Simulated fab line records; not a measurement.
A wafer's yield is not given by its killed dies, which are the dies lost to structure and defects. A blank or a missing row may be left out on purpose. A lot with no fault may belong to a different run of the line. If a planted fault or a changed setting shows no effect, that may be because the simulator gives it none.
Comparing a struck lot with a sound one | flow nand_harc | 13 steps out of a route of 1159
Sound: these wafers, L615.2, L615.4, L615.6. Struck: wafer L623.2 (L623.1, L623.5, from the same lot, were not struck and are left out); the cause is given at the end.
For every step that has rows: the tool of each side, followed by ch and its chambers, followed by its first start. Under that, the readings that differ: sound wafers | struck wafers | difference of the means | sigmas: that difference in standard deviations of wafers without a fault.
alike: readings with means less than 2 such deviations apart, plus words and numbers identical on both sides. not compared: withheld readings, readings lacking a value on some wafer, bounds such as >300 that could conceal the same value, and numbers that have no deviation in the record and whose values overlap.
A row with sigmas, a row that says differs or no value, or rows on one side alone: a step with any of these is where the two part. Numbers that don't overlap but have no deviation are shown without sigmas and don't part them. Lack of a reading on every wafer of one side parts them only where that side has two or more wafers.

NHARC_A_BONDPAD_DEGAS_25: time 60 s.
  sound: pvd_sputter-01 at day 18 03:54; struck: pvd_sputter-01 at day 20 01:37
  alike: heater_power_w
then, 1 step without rows for these wafers: NHARC_A_BONDPAD_PRE_CLEAN_26 (time 30 s).
NHARC_A_BONDPAD_PVD_17: deposits TaN, target thk 5 nm, time 8.06 s.
  sound on pvd_sputter-01; struck on pvd_sputter-01
  alike: throttle_valve_pct
NHARC_A_BONDPAD_PVD_27: deposits Cu, target thk 30 nm, time 20.49 s.
  sound on pvd_sputter-01; struck on pvd_sputter-01
  alike: throttle_valve_pct
then, 1 step without rows for these wafers: NHARC_A_BONDPAD_ECD_18 (material Cu, target thk 400 nm).
NHARC_A_BONDPAD_ANNEAL_28: time 90 s.
  sound on rtp_anneal-01 ch 0, day 18 04:49; struck on rtp_anneal-01 ch 0, day 20 02:21
  alike: wafer_temp_C_max
NHARC_A_BONDPAD_CMP_19: polishes, t overpolish 30 s, cu recess touch 16 s, target thk 169.8 nm.
  sound on cmp-03 ch 1,2, day 18 05:07; struck on cmp-03 ch 1, day 20 02:41
  alike: motor_current_A, overpolish_run_s, slurry_filter_dp_kPa
NHARC_A_BONDPAD_THK_MEAS_20: measures by xrf.
  sound: film_metro-02 at day 18 05:26; struck: film_metro-01 at day 20 03:01
  reading     | sound             | struck | difference | sigmas
  thk_nm (nm) | 169.6 169.4 170.6 | 165.4  | -4.5       | -3
then, 1 step without rows for these wafers: NHARC_A_BONDPAD_SRD_21 (time 30 s, dry time 20 s).
NHARC_A_BONDPAD_INSPECT_23:
  sound: defect_inspect-01 at day 18 05:40; struck: defect_inspect-02 at day 20 03:13
  alike: raw_defect_count
NHARC_HYBRID_BOND_ACTIVATE_00: chemistry N2, time 60 s.
  sound on rie_diel-10 ch 0,2,3, day 18 05:44; struck on rie_diel-10 ch 3, day 20 03:17
  reading          | sound          | struck | difference | sigmas
  run_length_s (s) | 81.4 81.1 80.7 | 71.9   | -9.2       | -24
  alike: drypump_motor_current_A, oes_product_au, rf_vpp_V, showerhead_plenum_p_Torr
  not compared: rf_hours_counter_h
then, 1 step without rows for these wafers: NHARC_HYBRID_BOND_PRECLEAN_01 (cleans in DIW, time 300 s).
NHARC_END_SORT_01:
  sound on prober-01 ch 0, day 20 14:24; struck on prober-01 ch 0, day 21 21:40
  alike: defect_limited_yield, killed_at_array, killed_at_other, killed_at_periphery, killed_dies, killed_open, killed_short, sort_bin_2_pct, sort_bin_3_pct, sort_bin_4_pct, sort_n_pass, sort_rim_yield_pct, sort_yield_pct

== WHERE THEY PART ==
At NHARC_A_BONDPAD_THK_MEAS_20 first; at NHARC_HYBRID_BOND_ACTIVATE_00 last (within this record only). Later steps at which nothing parts them and some readings are alike: NHARC_END_SORT_01.

WHY: what had been put in by the simulator
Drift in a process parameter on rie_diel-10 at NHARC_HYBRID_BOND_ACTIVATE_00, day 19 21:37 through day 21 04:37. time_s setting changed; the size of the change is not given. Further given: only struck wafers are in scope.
